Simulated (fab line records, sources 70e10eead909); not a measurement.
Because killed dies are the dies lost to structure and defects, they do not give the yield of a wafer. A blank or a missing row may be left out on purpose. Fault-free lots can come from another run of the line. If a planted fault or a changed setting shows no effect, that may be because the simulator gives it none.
Matching of chambers    flow nandHarc    pecvd-01 running NHARC_P_M2_PRE_CLEAN_32: 3 sister chambers
The step time 12 s. 14 wafers are shown with their chamber, then 7 later ones without.

== WAFERS PAIRED WITH THEIR CHAMBERS ==
wafer   chamber  heaterPowerW (W)
L612.2  0        691
L612.4  2        504
L612.6  1        518
L613.4  0        688
L613.5  1        534
L613.6  2        567
L614.1  2        538
L614.2  1        545
L614.4  1        542
L617.2  0        658
L617.4  1        617
L617.6  0        671
L622.1  0        700
L622.2  2        575

SIGNATURES (means of the wafers above)
reading       chamber 0  chamber 1  chamber 2  scatter within a chamber
heaterPowerW  681.60     551.20     546.00     30.3
Rule: for each reading, subtract the chamber's mean from the wafer's reading, divide by that reading's scatter and square the result; add these up over the readings and take the root, which gives the wafer's distance from the chamber. The wafer belongs to the nearest chamber; if the next one is less than 2 further off, it can't be placed. The scatter: the root of (the sum of the squares of (reading less its chamber's mean) over the shown wafers, divided by (wafers less chambers)).

== WAFERS MISSING THEIR CHAMBER ==
wafer   heaterPowerW (W)
L622.4  709
L623.3  584
L623.5  564
L623.6  658
L628.1  643
L628.2  609
L628.6  532

== WHICH CHAMBER EACH WENT THROUGH ==
wafer   from the rows above           in truth
L622.4  0                             0
L623.3  can't be placed: 1 or 2       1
L623.5  can't be placed: 1 or 2       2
L623.6  0                             0
L628.1  can't be placed: 0 or 1 or 2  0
L628.2  can't be placed: 1 or 2 or 0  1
L628.6  can't be placed: 2 or 1       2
Placed correctly: 2 of 7. Cannot be placed on the basis of these rows: 5; the candidates contain the true chamber in 5. 0 placed wrongly.
